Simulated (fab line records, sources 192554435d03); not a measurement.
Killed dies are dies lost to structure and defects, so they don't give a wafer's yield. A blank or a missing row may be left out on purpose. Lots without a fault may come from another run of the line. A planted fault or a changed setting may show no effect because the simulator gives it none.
Chamber matching | flow n5_finfet | N5_BEOL_M3_DESCUM_33 on rie_diel-06: 4 sister chambers
The step chemistry O2, time 7 s. 24 wafers are shown with their chamber, then 12 later ones without.

WAFERS WITH THEIR CHAMBER
wafer  | chamber | drypump_motor_current_A (A) | showerhead_plenum_p_Torr (Torr) | throttle_valve_pct (%)
L074.1 | 2       | 5.7                         | 2.01                            | 20.78
L074.2 | 1       | 5.3                         | 2.13                            | 20.46
L074.3 | 3       | 6.8                         | 2.13                            | 20.13
L074.4 | 0       | 5.5                         | 2.01                            | 20.65
L074.5 | 1       | 5.4                         | 2.13                            | 20.46
L074.6 | 2       | 5.7                         | 2.01                            | 20.78
L076.4 | 3       | 6.8                         | 2.13                            | 20.14
L076.5 | 1       | 5.4                         | 2.13                            | 20.46
L076.6 | 0       | 5.4                         | 2.01                            | 20.65
L080.1 | 3       | 6.7                         | 2.13                            | 20.14
L080.3 | 2       | 5.7                         | 2.01                            | 20.80
L080.4 | 1       | 5.3                         | 2.12                            | 20.47
L081.2 | 0       | 5.5                         | 2.01                            | 20.67
L081.4 | 1       | 5.4                         | 2.12                            | 20.50
L081.6 | 3       | 6.8                         | 2.13                            | 20.15
L090.1 | 0       | 5.5                         | 2.00                            | 20.68
L090.2 | 1       | 5.3                         | 2.12                            | 20.53
L090.5 | 2       | 5.7                         | 2.00                            | 20.84
L091.3 | 0       | 5.5                         | 2.00                            | 20.69
L091.4 | 3       | 6.7                         | 2.12                            | 20.17
L091.6 | 0       | 5.5                         | 2.00                            | 20.69
L092.1 | 3       | 6.8                         | 2.12                            | 20.19
L092.3 | 1       | 5.3                         | 2.12                            | 20.52
L092.6 | 3       | 6.8                         | 2.12                            | 20.19

SIGNATURES (means of the wafers above)
reading                  | chamber 0 | chamber 1 | chamber 2 | chamber 3 | scatter within a chamber
drypump_motor_current_A  | 5.483     | 5.343     | 5.700     | 6.771     | 0.0446
showerhead_plenum_p_Torr | 2.0050    | 2.1243    | 2.0075    | 2.1257    | 0.00533
throttle_valve_pct       | 20.6717   | 20.4857   | 20.8000   | 20.1586   | 0.0258
Rule: a wafer's distance from a chamber is the root of the sum, over the readings, of the square of ((its reading less the chamber's mean) divided by the reading's scatter). The wafer belongs to the nearest chamber; if the next one is less than 2 further off, it can't be placed. The scatter: the root of (the sum of the squares of (reading less its chamber's mean) over the shown wafers, divided by (wafers less chambers)).

WAFERS WITHOUT THEIR CHAMBER
wafer  | drypump_motor_current_A (A) | showerhead_plenum_p_Torr (Torr) | throttle_valve_pct (%)
L094.1 | 5.3                         | 2.12                            | 20.53
L094.2 | 6.8                         | 2.12                            | 20.19
L094.3 | 5.7                         | 2.00                            | 20.85
L095.1 | 5.4                         | 2.11                            | 20.51
L095.2 | 5.5                         | 2.00                            | 20.70
L095.3 | 6.8                         | 2.12                            | 20.19
L095.4 | 5.7                         | 2.00                            | 20.82
L095.5 | 6.8                         | 2.12                            | 20.20
L095.6 | 5.5                         | 2.00                            | 20.70
L096.1 | 5.7                         | 2.00                            | 20.86
L096.3 | 5.3                         | 2.11                            | 20.54
L096.5 | 5.7                         | 2.00                            | 20.84

WHICH CHAMBER EACH WENT THROUGH
wafer  | from the rows above | in truth
L094.1 | 1                   | 1
L094.2 | 3                   | 3
L094.3 | 2                   | 2
L095.1 | 1                   | 1
L095.2 | 0                   | 0
L095.3 | 3                   | 3
L095.4 | 2                   | 2
L095.5 | 3                   | 3
L095.6 | 0                   | 0
L096.1 | 2                   | 2
L096.3 | 1                   | 1
L096.5 | 2                   | 2
Placed correctly: 12 of 12. Can't be placed from these rows: 0. Placed wrongly: 0.
